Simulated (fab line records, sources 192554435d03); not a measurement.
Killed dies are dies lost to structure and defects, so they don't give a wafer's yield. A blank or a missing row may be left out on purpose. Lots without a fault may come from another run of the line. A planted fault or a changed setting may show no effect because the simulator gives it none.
Chamber matching | flow n5_finfet | N5_BEOL_M0_CUTY_ETCH_62 on rie_diel-03: 4 sister chambers
The step etches SiARC in CF4, time 58.5 s. 4 wafers are shown with their chamber, then 10 later ones without.

WAFERS WITH THEIR CHAMBER
wafer  | chamber | showerhead_plenum_p_Torr (Torr)
L085.5 | 2       | 2.23
L086.6 | 0       | 2.03
L089.1 | 1       | 2.12
L089.2 | 3       | 2.17

WAFERS WITHOUT THEIR CHAMBER
wafer  | showerhead_plenum_p_Torr (Torr)
L089.6 | 2.03
L091.2 | 2.17
L091.4 | 2.03
L091.5 | 2.03
L092.2 | 2.17
L092.4 | 2.23
L092.5 | 2.17
L096.1 | 2.16
L096.4 | 2.16
L096.5 | 2.28

WHICH CHAMBER EACH WENT THROUGH
wafer  | from the rows above     | in truth
L089.6 | 0                       | 0
L091.2 | 3                       | 3
L091.4 | 0                       | 0
L091.5 | 0                       | 0
L092.2 | 3                       | 3
L092.4 | 2                       | 2
L092.5 | 3                       | 3
L096.1 | can't be placed: 3 or 1 | 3
L096.4 | can't be placed: 3 or 1 | 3
L096.5 | 2                       | 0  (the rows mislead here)
Placed correctly: 7 of 10. Can't be placed from these rows: 2 (the true chamber is among the candidates in 2). Placed wrongly: 1.
How it was worked out, from the rows above alone: a wafer's distance from a chamber is the root of the sum, over the readings, of the square of ((its reading less the chamber's mean) divided by the reading's scatter). The wafer belongs to the nearest chamber; if the next one is less than 2 further off, it can't be placed. A chamber's mean is the mean of its shown wafers. The scatter: with one shown wafer a chamber, the root of the mean of the squares of how far each hidden wafer lies from its nearest shown one.
